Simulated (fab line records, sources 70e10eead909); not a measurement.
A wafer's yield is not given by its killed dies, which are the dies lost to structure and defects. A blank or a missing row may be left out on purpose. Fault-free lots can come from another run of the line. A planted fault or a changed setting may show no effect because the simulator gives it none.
Tool commonality check    flow nand_harc    Sampled: 5 lots, 15 wafers

== WHY THIS WAS OPENED ==
On 2 of the 5 lots, a flag is raised at NHARC_END_SORT_01 on the reading killed_at_array. Fault-free wafers read 58, with a standard deviation of 20.
Rule: a lot is flagged in two cases, either no wafer of it has a number, or all its wafers with numbers fall more than 4 standard deviations from that mean. All remaining lots are regarded as sound.

lot   measured      on         killed_at_array, wafer by wafer  flag
L814  day 25 03:39  prober-02  17 30 18                         
L816  day 26 00:04  prober-01  28 24 26                         
L827  day 30 04:41  prober-02  672 671 671                      FLAGGED
L826  day 30 05:30  prober-01  50 58 60                         
L828  day 30 22:38  prober-02  675 672 671                      FLAGGED
The numbers of the flagged lots are 672 on average: +614 against the usual, or +31 standard deviations.

== WHICH TOOL EACH LOT WENT THROUGH ==
The record holds 3 process steps before the reading, out of a route of 1302 steps. Cell contents, in order: the tool; ch with the chambers the sampled wafers went through; the start.
lot   flag     NHARC_A_CHANNEL_HOLE_D1_ETCH_26   NHARC_A_DECK1_JOINT_ETCHBACK_07   NHARC_A_DECK1_JOINT_ETCHBACK_00
L814           har_etch-01 ch 0,1, day 9 19:23   rie_si-06 ch 0,1,3, day 11 20:52  rie_si-04 ch 0,1,2, day 12 07:45
L816           har_etch-01 ch 0,1, day 10 09:31  rie_si-04 ch 2,3, day 12 11:47    rie_si-04 ch 0,2, day 12 23:05
L827  FLAGGED  har_etch-02 ch 0,1, day 14 21:20  rie_si-04 ch 0,2,3, day 16 23:50  rie_si-06 ch 1,2,3, day 17 10:29
L826           har_etch-01 ch 0,1, day 14 20:17  rie_si-03 ch 0,1,2, day 16 23:52  rie_si-03 ch 2,3, day 17 10:29
L828  FLAGGED  har_etch-01 ch 0,1, day 15 08:22  rie_si-04 ch 1,2,3, day 17 12:07  rie_si-06 ch 0,1,2, day 17 23:38
What is done by these steps:
- NHARC_A_CHANNEL_HOLE_D1_ETCH_26: etches the open film in C4F8/O2/Ar, time 224.1 s, target depth 300 nm.
- NHARC_A_DECK1_JOINT_ETCHBACK_07: etches the open film in HBr, target depth 105 nm, time 26.9 s.
- NHARC_A_DECK1_JOINT_ETCHBACK_00: etches the open film in HBr, target depth 30 nm, time 17.4 s.
- NHARC_END_SORT_01

== FLAGGED AGAINST TOTAL, ONE TOOL AT A TIME (gauges that did the reading follow at the end) ==
step                             tool         lots run  flagged  share of the flagged lots  sound lots run after its first flagged lot
NHARC_A_CHANNEL_HOLE_D1_ETCH_26  har_etch-01  4         1        some                       0
NHARC_A_CHANNEL_HOLE_D1_ETCH_26  har_etch-02  1         1        some                       0
NHARC_A_DECK1_JOINT_ETCHBACK_07  rie_si-03    1         0        none                       -
NHARC_A_DECK1_JOINT_ETCHBACK_07  rie_si-04    3         2        all                        0
NHARC_A_DECK1_JOINT_ETCHBACK_07  rie_si-06    1         0        none                       -
NHARC_A_DECK1_JOINT_ETCHBACK_00  rie_si-03    1         0        none                       -
NHARC_A_DECK1_JOINT_ETCHBACK_00  rie_si-04    2         0        none                       -
NHARC_A_DECK1_JOINT_ETCHBACK_00  rie_si-06    2         2        all                        0
NHARC_END_SORT_01                prober-01    2         0        none                       -
NHARC_END_SORT_01                prober-02    3         2        all                        0

== THE TABLE: WHAT IT ALLOWS ==
3 rows of the table ran every flagged lot: rie_si-04 at NHARC_A_DECK1_JOINT_ETCHBACK_07, rie_si-06 at NHARC_A_DECK1_JOINT_ETCHBACK_00, prober-02 at NHARC_END_SORT_01.
- rie_si-04 at NHARC_A_DECK1_JOINT_ETCHBACK_07: 2 of its 3 lots flagged. Its last sound lot is L816 (day 12 11:47), its first flagged lot L827 (day 16 23:50): a fault that began between those two fits. On the flagged lots its readings are blank where sound lots have values: bias_w, chamber_pressure_mTorr, drypump_motor_current_A, oes_product_au and 1 more.
- rie_si-06 at NHARC_A_DECK1_JOINT_ETCHBACK_00: 2 of its 2 lots flagged. With no sound lot run before its first flagged lot in this sample, there is nothing to narrow down the start.
- prober-02 at NHARC_END_SORT_01: 2 of its 3 lots flagged. Its last sound lot is L814 (day 25 03:39), its first flagged lot L827 (day 30 04:41): a fault that began between those two fits.
Because each of these 3 tools fits a fault that began at some hour, counting lots does not separate them. More lots, or a look at what each step does to the wafer, might.

== WHAT HAD BEEN PUT IN BY THE SIMULATOR ==
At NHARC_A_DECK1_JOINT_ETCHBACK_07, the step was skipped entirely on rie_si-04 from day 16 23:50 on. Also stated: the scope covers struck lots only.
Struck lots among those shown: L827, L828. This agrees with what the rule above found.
